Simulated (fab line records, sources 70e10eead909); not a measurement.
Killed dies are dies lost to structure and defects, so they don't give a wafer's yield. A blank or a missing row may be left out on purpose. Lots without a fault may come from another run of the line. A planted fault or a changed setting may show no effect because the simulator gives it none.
fab line records | flow nand_harc | part 2 of 2: steps 5 to 6 of 6
record lots=24 wafers=72 last_day=33
route steps=1302 shown A_CONTACT@1064 A_BLC@1118
lots that met no fault: from a run of the same line without faults
start_h: hours from the record's first day to the start of the lot's first wafer shown | wait_h: hours since the lot's step before | " the same as in the row above | L1.1+2: a row that stands for several wafers | - no value, or no start given | * or withheld: withheld | < > ~ a bound
route shown NAME@n: a module of which the file shows steps, and the number in the route of the first | usual: mean/standard deviation of fault-free wafers | same: alike in all rows | chamber/n: place in a boat | sites: the reading at each site | _std_site: their standard deviation | _edge_site: outer sites' mean less inner sites' | radius_mm: how far each site lies from the wafer's centre | mask NAME#n: copy n | behind: the tool/chamber that last shaped the wafer | hold: why the lot was held/for how many hours/how that ended | device: the transistor (n, p or np) that didn't switch | end of line: the same wafers' tests at the end of the route | a step without rows: its recipe alone | killed: dies lost to structure and defects at the first sort, not the wafer's yield | map: a wafer's dies, x killed, . not, _ none there
set.NAME: the setting as run; set.NAME@STEP: as run at that earlier step | model.NAME: the simulator's own value behind a step, which no gauge read
steps of the route over a sample of lots; a table a step, a row a wafer
services: from which hour (start_h, from the record's first day; less than 0 if before it) a tool's chamber was out of use, for how many hours, and why
## steps
# step NHARC_A_BLC_ETCH_16
# recipe target_depth_a=390 over_etch_frac=0.3 time_s=65 ion_energy_ev=80 cf4_flow_sccm=150 ar_flow_sccm=0 rf_w=300 bias_w=100 chemistry=CF4
# usual drypump_motor_current_A=5.9/0.53 oes_product_au=1.000/0.0063 rf_vpp_V=150.8/1.3 showerhead_plenum_p_Torr=1.74/0.078 throttle_valve_pct=13.283/0.0095
# columns lot.wafer tool chamber start_h wait_h drypump_motor_current_A oes_product_au rf_hours_counter_h rf_vpp_V showerhead_plenum_p_Torr throttle_valve_pct
L074.2 rie_diel-02 2 528.87 0.1 5.3 0.998 10 150.4 1.68 13.289
L074.3 " 0 " " 4.9 0.991 9 147.7 1.65 13.282
L074.6 " 2 " " 5.3 1.003 - 151.0 1.68 13.291
L075.4 rie_diel-05 2 534.29 0.1 6.1 0.999 7 150.6 1.67 13.286
L075.5 " 0 " " 6.1 1.008 - 154.7 1.89 13.279
L075.6 " 1 " " 6.7 0.998 - 151.0 1.78 13.283
L077.2 rie_diel-02 0 548.04 0.1 4.9 1.003 10 150.3 1.65 13.282
L077.4 " 2 " " 5.3 0.999 11 148.8 1.68 13.276
L077.5 " 0 " " 4.9 1.001 - 149.7 1.65 13.297
L076.3 rie_diel-02 3 550.56 0.1 5.9 0.998 11 150.6 1.82 13.271
L076.2 " 1 " " 6.4 0.993 10 151.1 1.76 13.313
L076.6 " 3 " " 5.9 0.998 - 151.3 1.82 13.278
L078.1 rie_diel-02 1 564.84 0.1 6.4 0.990 12 149.9 1.76 13.286
L078.3 " 2 " " 5.3 1.005 13 149.4 1.68 13.281
L078.6 " 2 " " 5.3 1.003 - 149.8 1.68 13.277
L079.1 rie_diel-05 2 569.08 0.1 6.1 0.994 10 149.3 1.67 13.284
L079.4 " 3 " " 5.7 1.003 9 149.3 1.69 13.283
L079.5 " 2 " " 6.1 0.995 - 148.3 1.67 13.295
L080.2 rie_diel-02 3 593.00 0.1 5.9 1.000 2 151.1 1.82 13.298
L080.4 " 0 " " 4.8 1.016 2 151.7 1.65 13.292
L080.1 " 1 " " 6.4 0.988 2 152.1 1.76 13.283
L081.2 rie_diel-05 3 593.34 0.1 5.8 0.993 0 151.0 1.69 13.279
L081.3 " 0 " " 6.1 0.990 0 153.1 1.89 13.285
L081.4 " 1 " " 6.7 0.997 0 151.2 1.78 13.265
L082.1 rie_diel-05 0 605.22 0.1 6.0 1.006 1 151.8 1.89 13.282
L082.3 " 2 " " 6.1 1.009 1 149.6 1.67 13.297
L082.5 " 0 " " 6.0 0.993 - 152.3 1.89 13.280
L083.3 rie_diel-05 2 612.21 0.1 6.1 1.007 2 150.2 1.67 13.280
L083.6 " 1 " " 6.8 0.995 - 150.3 1.78 13.278
L083.5 " 2 " " 6.1 1.004 - 151.2 1.67 13.291
L085.4 rie_diel-05 0 623.91 0.1 6.1 0.992 3 153.4 1.89 13.285
L085.2 " 3 " " 5.7 0.999 3 150.6 1.68 13.271
L085.5 " 1 " " 6.8 0.991 - 153.1 1.78 13.281
L084.3 rie_diel-05 0 625.61 0.1 6.1 1.005 3 153.9 1.89 13.289
L084.2 " 1 " " 6.7 1.002 3 151.3 1.78 13.297
L084.6 " 2 " " 6.1 1.005 - 150.3 1.67 13.277
L086.3 rie_diel-05 2 639.53 0.1 6.1 0.999 4 149.1 1.67 13.287
L086.6 " 2 " " 6.1 1.007 - 149.5 1.67 13.292
L086.5 " 3 " " 5.8 1.007 - 150.4 1.68 13.284
L087.1 rie_diel-02 3 660.94 0.1 5.9 1.003 8 151.4 1.82 13.280
L087.5 " 0 " " 4.9 1.001 - 150.4 1.65 13.269
L087.6 " 1 " " 6.4 0.993 - 150.8 1.76 13.295
L089.1 rie_diel-05 3 667.40 0.1 5.7 0.994 6 150.6 1.68 13.282
L089.5 " 1 " " 6.8 0.994 - 150.6 1.78 13.282
L089.6 " 2 " " 6.1 1.002 - 149.6 1.67 13.276
L088.3 rie_diel-02 1 669.35 0.1 6.4 0.998 9 150.1 1.76 13.261
L088.2 " 0 " " 4.9 1.009 8 150.2 1.65 13.292
L088.6 " 1 " " 6.4 0.995 - 150.7 1.76 13.272
L090.2 rie_diel-05 2 674.79 0.1 6.1 1.014 6 151.2 1.67 13.270
L090.1 " 0 " " 6.1 1.000 6 152.6 1.89 13.266
L090.5 " 3 " " 5.7 0.997 - 147.5 1.68 13.291
L091.4 rie_diel-12 0 678.41 0.1 5.7 1.003 19 150.9 1.81 13.268
L091.2 " 1 " " 5.4 0.994 17 151.5 1.87 13.278
L091.5 " 3 " " 6.2 0.990 - 150.4 1.71 13.274
L092.3 rie_diel-05 0 694.30 0.1 6.0 1.000 7 152.8 1.89 13.295
L092.1 " 1 " " 6.7 0.999 7 150.9 1.77 13.289
L092.5 " 2 " " 6.1 1.007 - 148.9 1.67 13.288
L094.2 rie_diel-02 1 709.19 0.1 6.4 1.000 13 150.6 1.76 13.279
L094.1 " 3 " " 5.8 0.994 11 151.5 1.81 13.291
L094.3 " 0 " " 4.9 1.003 12 148.9 1.65 13.264
L093.1 rie_diel-02 1 710.54 0.1 6.4 0.993 13 151.0 1.76 13.293
L093.4 " 2 " " 5.3 0.999 14 149.0 1.67 13.293
L093.2 " 3 " " 5.8 0.992 12 151.8 1.81 13.281
L095.3 rie_diel-05 0 733.75 0.1 6.1 0.996 8 152.9 1.88 13.298
L095.1 " 1 " " 6.8 0.996 10 152.9 1.77 13.283
L095.4 " 2 " " 6.1 1.004 10 149.0 1.67 13.280
L096.2 rie_diel-05 2 741.42 0.1 6.1 1.002 11 150.3 1.67 13.297
L096.4 " 3 " " 5.8 0.998 11 150.5 1.68 13.268
L096.6 " 2 " " 6.1 0.989 - 151.0 1.67 13.289
L097.4 rie_diel-05 3 742.83 0.1 5.7 1.001 11 149.9 1.68 13.271
L097.3 " 0 " " 6.0 1.006 10 153.6 1.88 13.268
L097.1 " 1 " " 6.8 0.994 11 152.9 1.77 13.289
# step NHARC_A_BLC_CVD_24
# recipe target_thk_a=1500 temp_c=300 pressure_torr=40 wf6_flow_sccm=40 h2_flow_sccm=1600 ar_flow_sccm=1560 time_s=434 material=W
# usual heater_power_w=434/13 throttle_valve_pct=7.92/0.29
# columns lot.wafer tool chamber start_h wait_h heater_power_w throttle_valve_pct
L074.2 cvd_w-02 1 - - 423 7.62
L074.3 " 1 " " 422 7.48
L074.6 " 0 " " 409 8.01
L075.4 cvd_w-01 0 - - 429 8.10
L075.6 " 0 " " 433 7.62
L075.5 " 1 " " 454 8.31
L077.2 cvd_w-02 1 - - 428 7.38
L077.4 " 1 " " 426 7.83
L077.5 " 0 " " 406 7.77
L076.2 cvd_w-02 0 - - 418 7.71
L076.3 " 0 " " 406 7.73
L076.6 " 1 " " 418 7.65
L078.1 cvd_w-01 0 - - 436 8.27
L078.3 " 0 " " 443 8.27
L078.6 " 1 " " 446 7.95
L079.1 cvd_w-01 1 - - 446 7.60
L079.4 " 0 " " 440 8.32
L079.5 " 1 " " 439 7.78
L080.2 cvd_w-02 1 - - 429 7.71
L080.1 " 0 " " 411 7.95
L080.4 " 0 " " 416 7.71
L081.2 cvd_w-01 1 - - 446 8.33
L081.4 " 0 " " 440 8.14
L081.3 " 1 " " 440 8.19
L082.1 cvd_w-01 0 - - 440 7.95
L082.3 " 1 " " 446 7.87
L082.5 " 1 " " 442 7.91
L083.3 cvd_w-01 0 - - 425 8.18
L083.6 " 0 " " 438 8.05
L083.5 " 1 " " 451 8.13
L085.2 cvd_w-02 1 - - 416 7.73
L085.4 " 0 " " 405 7.72
L085.5 " 0 " " 408 7.81
L084.2 cvd_w-01 0 - - 437 8.11
L084.3 " 0 " " 431 8.28
L084.6 " 1 " " 436 8.27
L086.3 cvd_w-01 0 - - 441 8.25
L086.5 " 1 " " 445 7.81
L086.6 " 0 " " 432 8.32
L087.1 cvd_w-02 0 - - 422 7.65
L087.5 " 1 " " 434 7.79
L087.6 " 0 " " 430 7.37
L089.1 cvd_w-02 1 - - 443 7.69
L089.5 " 1 " " 456 7.74
L089.6 " 0 " " 423 7.87
L088.2 cvd_w-01 0 - - 442 8.15
L088.3 " 0 " " 450 8.38
L088.6 " 0 " " 444 8.39
L090.1 cvd_w-02 1 - - 450 7.82
L090.2 " 0 " " 416 7.56
L090.5 " 0 " " 423 7.33
L091.2 cvd_w-02 0 - - 413 7.45
L091.4 " 1 " " 442 7.83
L091.5 " 1 " " 446 7.73
L092.1 cvd_w-01 1 - - 451 8.15
L092.3 " 1 " " 444 7.89
L092.5 " 1 " " 443 8.06
L094.2 cvd_w-01 1 - - 435 8.36
L094.1 " 0 " " 447 8.19
L094.3 " 1 " " 449 8.12
L093.1 cvd_w-01 0 - - 442 8.50
L093.2 " 1 " " 441 7.95
L093.4 " 0 " " 434 8.21
L095.1 cvd_w-02 1 - - 449 8.15
L095.4 " 0 " " 408 7.69
L095.3 " 1 " " 439 7.90
L096.2 cvd_w-01 0 - - 423 7.93
L096.4 " 0 " " 432 7.75
L096.6 " 1 " " 451 7.94
L097.1 cvd_w-02 0 - - 414 7.68
L097.4 " 1 " " 444 7.78
L097.3 " 0 " " 427 7.52
## services
# columns tool chamber start_h hours kind
rie_diel-05 1 494.86 8.4 repair
rie_diel-04 - 495.09 1.9 repair
rie_diel-02 2 497.96 5.3 repair
cvd_w-02 - 508.39 1.4 repair
rie_diel-04 - 509.26 0.9 repair
rie_diel-04 2 526.42 5.9 repair
rie_diel-04 - 531.96 9.0 pm
rie_diel-02 - 532.15 0.4 repair
cvd_w-01 - 547.00 13.0 pm
rie_diel-04 2 566.36 3.8 repair
rie_diel-04 - 569.09 5.3 repair
rie_diel-02 - 570.70 9.0 pm
rie_diel-04 3 575.41 3.6 repair
rie_diel-05 - 583.87 9.0 pm
rie_diel-04 - 601.30 0.3 repair
cvd_w-02 - 627.90 1.6 repair
cvd_w-02 - 631.16 13.0 pm
rie_diel-04 1 637.52 5.0 repair
rie_diel-05 0 651.53 7.3 repair
rie_diel-02 3 694.85 10.0 repair
rie_diel-05 1 702.89 3.8 repair
rie_diel-05 0 709.48 2.7 repair
cvd_w-02 1 722.27 11.6 repair
cvd_w-01 - 728.00 13.0 pm
